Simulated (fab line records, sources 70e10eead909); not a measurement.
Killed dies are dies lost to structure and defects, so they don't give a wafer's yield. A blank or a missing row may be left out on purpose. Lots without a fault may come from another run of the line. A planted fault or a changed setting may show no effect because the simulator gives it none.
Chamber matching | flow nand_harc | NHARC_A_CHANNEL_HOLE_D2_ETCH_44 on rie_diel-06: 4 sister chambers
The step etches the open film in CF4/O2, target depth 140 nm, overetch 14 nm, time 77 s. 8 wafers are shown with their chamber, then 10 later ones without.

WAFERS WITH THEIR CHAMBER
wafer  | chamber | drypump_motor_current_A (A) | rf_vpp_V (V)
L081.4 | 2       | 5.1                         | 195.1
L081.6 | 3       | 6.0                         | 198.1
L082.2 | 2       | 5.1                         | 196.2
L083.2 | 1       | 5.8                         | 200.2
L083.4 | 0       | 5.5                         | 196.2
L083.6 | 1       | 5.7                         | 200.0
L086.2 | 0       | 5.5                         | 197.1
L086.3 | 3       | 6.0                         | 197.4

WAFERS WITHOUT THEIR CHAMBER
wafer  | drypump_motor_current_A (A) | rf_vpp_V (V)
L086.4 | 5.1                         | 197.4
L087.2 | 6.0                         | 198.9
L087.3 | 5.5                         | 196.0
L087.4 | 5.1                         | 196.0
L090.1 | 5.7                         | 199.5
L090.4 | 5.1                         | 195.9
L090.6 | 5.5                         | 196.1
L091.2 | 5.1                         | 195.4
L091.3 | 5.7                         | 199.9
L091.5 | 6.0                         | 197.8

WHICH CHAMBER EACH WENT THROUGH
wafer  | from the rows above | in truth
L086.4 | 2                   | 2
L087.2 | 3                   | 3
L087.3 | 0                   | 0
L087.4 | 2                   | 2
L090.1 | 1                   | 1
L090.4 | 2                   | 2
L090.6 | 0                   | 0
L091.2 | 2                   | 2
L091.3 | 1                   | 1
L091.5 | 3                   | 3
Placed correctly: 10 of 10. Can't be placed from these rows: 0. Placed wrongly: 0.
How it was worked out, from the rows above alone: a wafer's distance from a chamber is the root of the sum, over the readings, of the square of ((its reading less the chamber's mean) divided by the reading's scatter). The wafer belongs to the nearest chamber; if the next one is less than 2 further off, it can't be placed. A chamber's mean is the mean of its shown wafers. The scatter: the root of (the sum of the squares of (reading less its chamber's mean) over the shown wafers, divided by (wafers less chambers)).
